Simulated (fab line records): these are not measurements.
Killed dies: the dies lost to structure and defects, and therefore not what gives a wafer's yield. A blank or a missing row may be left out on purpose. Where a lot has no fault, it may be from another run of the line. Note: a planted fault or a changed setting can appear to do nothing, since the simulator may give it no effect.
Split-lot trial | flow n5_finfet | 21 wafers read from 7 lots, route of 1938 steps

SPLIT DETAILS
At N5_HKMG_FIN_PEB_47 (peb time 60 s), the setting peb_time_s was moved away from the recipe's 60 s on 5 of the 21 wafers read, by -18.3% to +21.0%. For the rest of the wafers, this setting stayed at what the recipe calls for.

THE PATH FROM SPLIT TO READING: the file shows 1 step between them
- N5_HKMG_FIN_DEVELOP_48: develop time 30 s

THE READING
cd_nm (nm) at N5_HKMG_FIN_CD_MEAS_49, where the cd target is 202 nm. On this fab line, fault-free wafers typically give 201.8 nm with a standard deviation of 0.67 nm.

wafer  | tool, chamber at the split | peb_time_s as run, s | against the recipe | cd_nm, nm | against lot-mates on the recipe
L076.2 | litho_track-04, 0          | 60                   | recipe             | 201.0     | -
L076.3 | litho_track-04, 0          | 60                   | recipe             | 201.5     | -
L076.6 | litho_track-04, 0          | 60                   | recipe             | 202.3     | -
L084.1 | litho_track-02, 0          | 49.01                | -18.3%             | 195.0     | -6.8
L084.5 | litho_track-02, 0          | 60                   | recipe             | 202.5     | -
L084.6 | litho_track-02, 0          | 60                   | recipe             | 201.0     | -
L088.1 | litho_track-04, 0          | 60                   | recipe             | 200.6     | -
L088.4 | litho_track-04, 0          | 60                   | recipe             | 201.4     | -
L088.5 | litho_track-04, 0          | 60                   | recipe             | 201.3     | -
L089.2 | litho_track-03, 0          | 60                   | recipe             | 203.6     | -
L089.5 | litho_track-03, 0          | 60                   | recipe             | 202.4     | -
L089.6 | litho_track-03, 0          | 60                   | recipe             | 203.3     | -
L090.3 | litho_track-02, 0          | 60                   | recipe             | 201.9     | -
L090.5 | litho_track-02, 0          | 68.09                | +13.5%             | 206.7     | +4.8
L090.6 | litho_track-02, 0          | 68.09                | +13.5%             | 205.8     | +3.9
L093.2 | litho_track-03, 0          | 60                   | recipe             | 201.8     | -
L093.4 | litho_track-03, 0          | 60                   | recipe             | 202.2     | -
L093.5 | litho_track-03, 0          | 60                   | recipe             | 201.1     | -
L094.2 | litho_track-04, 0          | 72.61                | +21.0%             | 207.1     | +4.2
L094.4 | litho_track-04, 0          | 72.61                | +21.0%             | 207.6     | +4.7
L094.6 | litho_track-04, 0          | 60                   | recipe             | 202.9     | -

THE FIT
A straight line over all 21 wafers: cd_nm changes by +0.302 nm for each +1% of peb_time_s; r = +0.95; the points scatter about the line by 0.9 nm.
The same after taking each lot's own level away (the mean of its wafers on the recipe; 21 wafers): +0.275 nm for each +1%; r = +0.95; scatter 0.77 nm.
Per that fit: largest peb_time_s move, reading shift of 5.8 nm.
From 201.10 to 203.10 nm: that is the span of the lots' own levels, equal to 3.0 times the standard deviation above.
So the lot-to-lot level changes the slope little: the two slopes agree.
Check: +6.21 nm against its lot-mates is what the line predicts for one of the wafers moved furthest among these (+21.0%) when that wafer is left out of the fit. Against them it came out at +4.2 nm.

FURTHER SPLITS ON THESE WAFERS
Before the reading, these wafers also passed through other splits. Each is held against what the fit with the lots' levels taken away leaves over:
other split on the same wafers | wafers away from the commonest value | r with cd_nm (lot level and that fit taken away)
N5_SDB_COAT_03 spin_rpm        | 7                                    | +0.60
N5_SDB_COAT_04 time_s          | 5                                    | -0.02
N5_HKMG_FIN_COAT_43 spin_rpm   | 9                                    | +0.33

THE WHOLE CHAIN: every reading that the file lists as answering this split, in the file's order
step                   | what it does                                           | reading                                                                | change (the file's fit)               | r (the file's)
N5_HKMG_FIN_CD_MEAS_49 | target cd 202 nm                                       | cd_nm                                                                  | +0.286 nm for each +1% of the setting | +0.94
N5_HKMG_FIN_ETCH_54    | etches SiARC in CF4, target depth 45.5 nm, time 75.8 s | HKMG_FIN.cd_offset_nm (the simulator's own value, which no gauge read) | +0.301 nm for each +1% of the setting | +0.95
N5_HKMG_FIN_ETCH_55    | etches SOC in N2/H2, target depth 240 nm, time 300 s   | HKMG_FIN.cd_offset_nm (the simulator's own value, which no gauge read) | +0.322 nm for each +1% of the setting | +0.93
N5_HKMG_FIN_ETCH_58    | etches SOC in N2/H2, target depth 215.8 nm, time 741 s | HKMG_FIN.cd_offset_nm (the simulator's own value, which no gauge read) | +0.333 nm for each +1% of the setting | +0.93

THE FILE'S OWN FIT
cd_nm changes by +0.286 nm for each +1% of peb_time_s, r = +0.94.
